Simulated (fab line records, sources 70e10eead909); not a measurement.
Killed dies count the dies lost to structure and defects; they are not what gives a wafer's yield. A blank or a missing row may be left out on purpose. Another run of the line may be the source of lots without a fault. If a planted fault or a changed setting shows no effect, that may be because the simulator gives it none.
The same fault as seen by 2 desks ; flow nand-harc ; what lay behind the numbers comes last; until then each desk has only its own

## DESK OF THE TOOL OWNER: pvd-sputter-03
The tool's own readings at NHARC_P_BONDPAD_PVD_27 (deposits Cu, target thk 30 nm, time 20.49 s): means of the sampled wafers that have a number, for each lot that ran on this tool. If a lot's mean is further than 4 standard deviations from the usual mean, the lot is out of limits and carries the mark OUT (the distance appears in the brackets).
Columns: A = throttle-valve-pct at NHARC_P_BONDPAD_PVD_27, usual 30.0 %
lot;first seen here;A
L182;day 6 23:07;29.5
L183;day 7 08:32;30.5
L187;day 8 01:12;29.8
L190;day 8 17:47;29.7
L193;day 9 14:11;30.4
L192;day 9 15:31;30.3
L191;day 10 11:39;30.2
L194;day 10 12:53;30.5
Result from this desk: across the 8 lots, nothing is out of limits.

## THE METROLOGY DESK
Lot by lot, what the gauges showed, no matter which tool ran the lot: averages of those sampled wafers that carry a number. If a lot's mean is further than 4 standard deviations from the usual mean, the lot is out of limits and carries the mark OUT (the distance appears in the brackets).
Columns: A = cd-nm at NHARC_THIN_TSV_CD_MEAS_37, usual 5001.2 nm
lot;first seen here;A
L180;day 19 09:33;5003.7
L181;day 19 10:55;5001.0
L183;day 19 14:52;5000.0
L182;day 19 15:59;4998.3
L187;day 20 23:18;5003.7
L189;day 21 09:23;5003.8
L190;day 21 11:44;5002.0
L193;day 21 15:26;5004.1
L203;day 24 18:31;5000.5
L202;day 24 21:09;5002.3
Result from this desk: across the 10 lots, nothing is out of limits.

## PUT TOGETHER
Nothing out of limits was seen by the tool owner's desk.
The metrology desk saw nothing out of limits.

## WHAT THE SIMULATOR HAD PUT IN
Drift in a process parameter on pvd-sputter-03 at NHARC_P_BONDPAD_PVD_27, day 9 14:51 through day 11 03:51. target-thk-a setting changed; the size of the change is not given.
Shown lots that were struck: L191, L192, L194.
